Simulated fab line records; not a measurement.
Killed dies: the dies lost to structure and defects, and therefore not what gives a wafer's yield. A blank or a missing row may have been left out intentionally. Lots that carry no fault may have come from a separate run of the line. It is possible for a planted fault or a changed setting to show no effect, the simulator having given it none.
A lot that was struck, set against a sound lot ; flow nandHarc ; 13 out of 1159 route steps
Sound: these wafers, L507.3, L507.4, L507.5. Struck: wafers L514.2, L514.6 (left out: L514.3, a lot-mate that was not struck); the cause follows at the end.
Per side, at each step with rows, come the tool, then ch with its chambers, and then its first start. Under that, the readings that differ: sound wafers ; struck wafers ; difference of the means ; sigmas: that difference in standard deviations of wafers without a fault.
alike: a reading whose means differ by less than 2 such deviations, as well as words and numbers matching on both sides. not compared: withheld readings; readings where some wafer has no value; bounds like >300 that might hide an equal value; numbers whose values overlap and for which the record gives no deviation.
A row with sigmas, a row that says differs or no value, or rows on one side alone: a step with any of these is where the two part. When numbers do not overlap yet have no deviation, they are printed without sigmas and do not part them. A reading that every wafer of one side lacks parts them only if that side has two wafers or more.

first, 10 steps without rows for these wafers: NHARC_A_STAIRCASE_SRD_208; NHARC_A_STAIRCASE_DEHYDRATE_209 (time 120 s); NHARC_A_STAIRCASE_HMDS_210 (time 30 s); NHARC_A_STAIRCASE_COAT_211; NHARC_A_STAIRCASE_SOFTBAKE_212 (time 170 s); NHARC_A_STAIRCASE_EBR_213; NHARC_A_STAIRCASE_EXPOSE_214 (exposes mask STAIR 3); NHARC_A_STAIRCASE_PEB_215 (peb time 130 s); NHARC_A_STAIRCASE_DEVELOP_216 (time 140 s); NHARC_A_STAIRCASE_HARDBAKE_218 (time 140 s).
NHARC_A_STAIRCASE_DESCUM_219: chemistry O2, time 3 s.
  sound on rieDiel-13 ch 2,3, day 14 16:34; struck on rieDiel-13 ch 0,1, day 16 16:25
  alike: chamberPressureMTorr, drypumpMotorCurrentA, oesProductAu, rfVppV, showerheadPlenumPTorr, throttleValvePct
  not compared: rfHoursCounterH
NHARC_A_STAIRCASE_TRIM_220: chemistry O2, time 211.2 s.
  sound on rieDiel-13 ch 0,1,3, day 14 16:43; struck on rieDiel-13 ch 0, day 16 16:31
reading;sound;struck;difference;sigmas
runLengthS (s);232.9 232.9 232.5;221.7 221.8;-11.0;-23
  alike: chamberPressureMTorr, drypumpMotorCurrentA, oesProductAu, rfVppV, showerheadPlenumPTorr, throttleValvePct
  not compared: rfHoursCounterH
NHARC_A_STAIRCASE_ETCH_221: etches the open film in C4F8/O2, target depth 100 nm, time 40.5 s.
  sound on rieDiel-13 ch 0,1; struck on rieDiel-13 ch 0,2
  alike: chamberPressureMTorr, oesProductAu, rfVppV
  not compared: rfHoursCounterH

== WHERE THEY PART ==
Only at NHARC_A_STAIRCASE_TRIM_220, as far as this record shows. Later steps at which nothing parts them and some readings are alike: NHARC_A_STAIRCASE_ETCH_221.

WHY: the cause the simulator had injected
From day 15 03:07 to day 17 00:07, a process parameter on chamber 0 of rieDiel-13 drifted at NHARC_A_STAIRCASE_TRIM_220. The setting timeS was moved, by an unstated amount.
